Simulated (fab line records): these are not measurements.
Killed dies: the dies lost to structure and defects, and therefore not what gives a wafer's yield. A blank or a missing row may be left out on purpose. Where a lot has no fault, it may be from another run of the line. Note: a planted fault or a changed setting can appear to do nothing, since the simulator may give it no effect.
Which tool did it? / flow n5_finfet / 12 lots, 36 wafers sampled, at 5 steps of a route of 1938

## WHAT THE GAUGES READ, wafer by wafer
N5_FIN_CUT_CD_MEAS_08: the cd target is 29.1 nm.
lot=L075; measured=day 2 10:40; on=cd_sem-01; cd_nm (nm)=29.64 29.19 29.40
lot=L077; measured=day 2 21:03; on=cd_sem-03; cd_nm (nm)=29.26 28.87 29.02
lot=L079; measured=day 3 12:08; on=cd_sem-03; cd_nm (nm)=29.26 28.93 28.94
lot=L081; measured=day 3 20:47; on=cd_sem-03; cd_nm (nm)=29.29 29.28 29.04
lot=L083; measured=day 4 08:43; on=cd_sem-01; cd_nm (nm)=29.47 28.83 29.20
lot=L085; measured=day 4 21:51; on=cd_sem-01; cd_nm (nm)=29.00 29.22 28.97
lot=L087; measured=day 5 10:19; on=cd_sem-01; cd_nm (nm)=28.85 29.59 28.90
lot=L089; measured=day 5 20:22; on=cd_sem-03; cd_nm (nm)=28.78 29.01 29.21
lot=L091; measured=day 6 10:28; on=cd_sem-01; cd_nm (nm)=29.24 29.01 29.19
lot=L093; measured=day 7 02:48; on=cd_sem-01; cd_nm (nm)=29.19 29.33 29.48
lot=L095; measured=day 7 08:42; on=cd_sem-02; cd_nm (nm)=29.00 28.84 28.80
lot=L097; measured=day 7 19:54; on=cd_sem-03; cd_nm (nm)=29.46 28.99 28.98

## TOOL THAT RAN EACH LOT (tool first, then ch and the chambers of the sampled wafers, then the start)
lot=L075; N5_FIN_SAQP_PECVD_48=pecvd-01 ch 0,1,2, day 2 05:01; N5_FIN_SAQP_STRIP_55=rie_diel-06 ch 0,1,2, day 2 05:58; N5_FIN_SAQP_RECESS_75=vapor_etch-02 ch 0,1, day 2 06:19; N5_FIN_SAQP_MANDREL1_REMOVE_56=rie_si-04 ch 0,1,2, day 2 07:40
lot=L077; N5_FIN_SAQP_PECVD_48=pecvd-01 ch 1,2, day 2 15:26; N5_FIN_SAQP_STRIP_55=rie_diel-03 ch 0,1,3, day 2 16:37; N5_FIN_SAQP_RECESS_75=vapor_etch-01 ch 0,1, day 2 16:56; N5_FIN_SAQP_MANDREL1_REMOVE_56=rie_si-04 ch 0,1,2, day 2 18:08
lot=L079; N5_FIN_SAQP_PECVD_48=pecvd-03 ch 0,1,2, day 3 05:08; N5_FIN_SAQP_STRIP_55=rie_diel-06 ch 0,1,3, day 3 06:13; N5_FIN_SAQP_RECESS_75=vapor_etch-01 ch 0,1, day 3 06:32; N5_FIN_SAQP_MANDREL1_REMOVE_56=rie_si-04 ch 0,1,2, day 3 09:08
lot=L081; N5_FIN_SAQP_PECVD_48=pecvd-04 ch 0,1, day 3 15:11; N5_FIN_SAQP_STRIP_55=rie_diel-06 ch 0,1, day 3 16:32; N5_FIN_SAQP_RECESS_75=vapor_etch-02 ch 0,1, day 3 16:52; N5_FIN_SAQP_MANDREL1_REMOVE_56=rie_si-04 ch 0,1,2, day 3 18:03
lot=L083; N5_FIN_SAQP_PECVD_48=pecvd-04 ch 0,2, day 4 03:07; N5_FIN_SAQP_STRIP_55=rie_diel-06 ch 0,1, day 4 04:38; N5_FIN_SAQP_RECESS_75=vapor_etch-01 ch 0,1, day 4 04:57; N5_FIN_SAQP_MANDREL1_REMOVE_56=rie_si-06 ch 0,3, day 4 06:10
lot=L085; N5_FIN_SAQP_PECVD_48=pecvd-04 ch 1,2, day 4 14:53; N5_FIN_SAQP_STRIP_55=rie_diel-03 ch 0,2,3, day 4 15:59; N5_FIN_SAQP_RECESS_75=vapor_etch-02 ch 0,1, day 4 16:26; N5_FIN_SAQP_MANDREL1_REMOVE_56=rie_si-06 ch 0,1, day 4 18:20
lot=L087; N5_FIN_SAQP_PECVD_48=pecvd-03 ch 0,1,2, day 5 02:34; N5_FIN_SAQP_STRIP_55=rie_diel-03 ch 1,2,3, day 5 03:45; N5_FIN_SAQP_RECESS_75=vapor_etch-01 ch 0,1, day 5 04:05; N5_FIN_SAQP_MANDREL1_REMOVE_56=rie_si-06 ch 1,3, day 5 07:06
lot=L089; N5_FIN_SAQP_PECVD_48=pecvd-04 ch 0,2, day 5 15:21; N5_FIN_SAQP_STRIP_55=rie_diel-06 ch 0,2,3, day 5 16:19; N5_FIN_SAQP_RECESS_75=vapor_etch-02 ch 0,1, day 5 16:38; N5_FIN_SAQP_MANDREL1_REMOVE_56=rie_si-06 ch 0,3, day 5 17:50
lot=L091; N5_FIN_SAQP_PECVD_48=pecvd-01 ch 0,1,2, day 6 05:11; N5_FIN_SAQP_STRIP_55=rie_diel-06 ch 2,3, day 6 06:08; N5_FIN_SAQP_RECESS_75=vapor_etch-02 ch 0,1, day 6 06:35; N5_FIN_SAQP_MANDREL1_REMOVE_56=rie_si-06 ch 1,2, day 6 07:39
lot=L093; N5_FIN_SAQP_PECVD_48=pecvd-01 ch 1,2, day 6 21:39; N5_FIN_SAQP_STRIP_55=rie_diel-03 ch 1,2, day 6 22:44; N5_FIN_SAQP_RECESS_75=vapor_etch-01 ch 0,1, day 6 23:10; N5_FIN_SAQP_MANDREL1_REMOVE_56=rie_si-01 ch 0,1,2, day 7 00:14
lot=L095; N5_FIN_SAQP_PECVD_48=pecvd-01 ch 0,1, day 7 03:37; N5_FIN_SAQP_STRIP_55=rie_diel-01 ch 1,2,3, day 7 04:38; N5_FIN_SAQP_RECESS_75=vapor_etch-01 ch 0,1, day 7 04:58; N5_FIN_SAQP_MANDREL1_REMOVE_56=rie_si-06 ch 1,2,3, day 7 06:09
lot=L097; N5_FIN_SAQP_PECVD_48=pecvd-04 ch 0,1,2, day 7 14:38; N5_FIN_SAQP_STRIP_55=rie_diel-03 ch 0,1,3, day 7 15:44; N5_FIN_SAQP_RECESS_75=vapor_etch-02 ch 0,1, day 7 16:03; N5_FIN_SAQP_MANDREL1_REMOVE_56=rie_si-06 ch 0,1,2, day 7 17:14
- N5_FIN_SAQP_PECVD_48: deposits SiNx from SiH4/NH3/N2, target thk 25 nm, time 22.1 s.
- N5_FIN_SAQP_STRIP_55: strips in N2/H2.
- N5_FIN_SAQP_RECESS_75: chemistry HF/NH3, target SiO2, target depth 14.4 nm, afs cycles 3, sublimation time 60 s.
- N5_FIN_SAQP_MANDREL1_REMOVE_56: chemistry HBr/Cl2/O2, target a-Si, stops on SiNx, bt time 10 s.

## THE ANSWER, worked out from the rows above alone
Rule: the lots themselves supply what counts as usual. Put in order of their means at a reading, lots are off if they are a third of the lots or fewer, leave a main group of 4 or more, and stand apart from it by a gap of 3 or more times the standard deviation of the main group's means; of several such gaps the widest counts. A main group whose means are all the same, to the digits that the tables above print for the reading, isn't used. Also off: a lot with no number at a reading for which 4 or more lots have one. All remaining lots with rows at the step are treated as sound.
Nothing can be told from this: no lot is off at any reading shown.

## WHAT WAS PUT IN BY THE SIMULATOR
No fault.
